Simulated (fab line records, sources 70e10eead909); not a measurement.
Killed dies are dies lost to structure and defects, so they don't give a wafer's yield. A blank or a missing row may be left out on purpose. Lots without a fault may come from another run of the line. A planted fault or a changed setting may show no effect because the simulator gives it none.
Problem report in the 8D (eight disciplines) form, filled by code | flow nand_harc | the parts of the form that need people (team, actions taken, sign-off) are left out

1. THE PROBLEM
killed_at_periphery at NHARC_END_SORT_01 reads a mean of 50.5 on 2 wafers of 2 lots; wafers without a fault read 3.1 with a standard deviation of 2.2. That is +22 standard deviations from the usual mean.
First seen on wafer L108.5, day 20 21:55, on prober-01. The record holds 6 wafers of 2 lots with a number at this step. Rule for "out", or "out of limits": more than 4 standard deviations from the usual mean. The other wafers with a number count as sound.

2. WHAT IT IS AND WHAT IT IS NOT
question                    | is                   | is not
which readings at this step | killed_at_periphery  | killed_at_array, killed_at_other, killed_open, killed_short
which lots                  | L108, L110           | -
which wafers of those lots  | L108.5, L110.2       | L108.2, L108.6, L110.1, L110.6
read on which gauges        | prober-01, prober-02 | -
when                        | from day 20 21:55    | up to then (1 sound wafer); but 3 sound wafers of L108, L110 came after

3. SUSPECTS, AND WHAT RULES EACH OUT
Counting: a tool at a process step up to the reading stays a suspect if it ran every lot that is out. Sound lots after the first of them don't rule it out here, since some wafers of a struck lot are sound.
- the gauge at NHARC_END_SORT_01: ruled out. The wafers that are out were read on 2 gauges (prober-01, prober-02).
- pvd_sputter-01 at NHARC_P_CONTACT_PRE_CLEAN_39 (time 19.5 s): kept. It ran every lot that is out, first L108 (day 6 20:28).
- rie_metal-01 at NHARC_THIN_TSV_ETCH_36 (etches the open film in Cl2/BCl3, target depth 65 nm, time 18.571 s): kept. It ran every lot that is out, first L108 (day 20 04:52).
Left after counting: pvd_sputter-01 at NHARC_P_CONTACT_PRE_CLEAN_39, rie_metal-01 at NHARC_THIN_TSV_ETCH_36.

4. THE CAUSE (what the simulator had put in)
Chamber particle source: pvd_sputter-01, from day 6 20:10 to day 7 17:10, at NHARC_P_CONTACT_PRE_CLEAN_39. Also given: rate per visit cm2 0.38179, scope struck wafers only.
Counting left 2 suspects, and this tool is among them.

5. THE CHAIN OF EFFECTS, in route order
Each row: a reading whose mean over the struck wafers that have a number lies more than 3 standard deviations from the usual. Only readings for which the record gives a usual standard deviation are gone through. hours: the time from each lot's start at the first step in this table that gives one to its start at this step, as a median over the lots. sigmas: the change in usual standard deviations.
hours | step              | reading             | usual | on struck wafers | change | sigmas
0     | NHARC_END_SORT_01 | killed_at_periphery | 3.1   | 50.5             | +47.4  | +22
0     | NHARC_END_SORT_01 | killed_dies         | 31    | 72               | +42    | +3.5

6. WHAT WOULD HAVE CAUGHT IT SOONER
In this record the first reading out of limits at a measuring or inspecting step was taken at day 20 21:55, 338 hours after the fault began at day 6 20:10.
All the lots that are out (2) had begun NHARC_P_CONTACT_PRE_CLEAN_39 on pvd_sputter-01 by day 20 21:55. A hold on the tool at that time would have spared none of them.
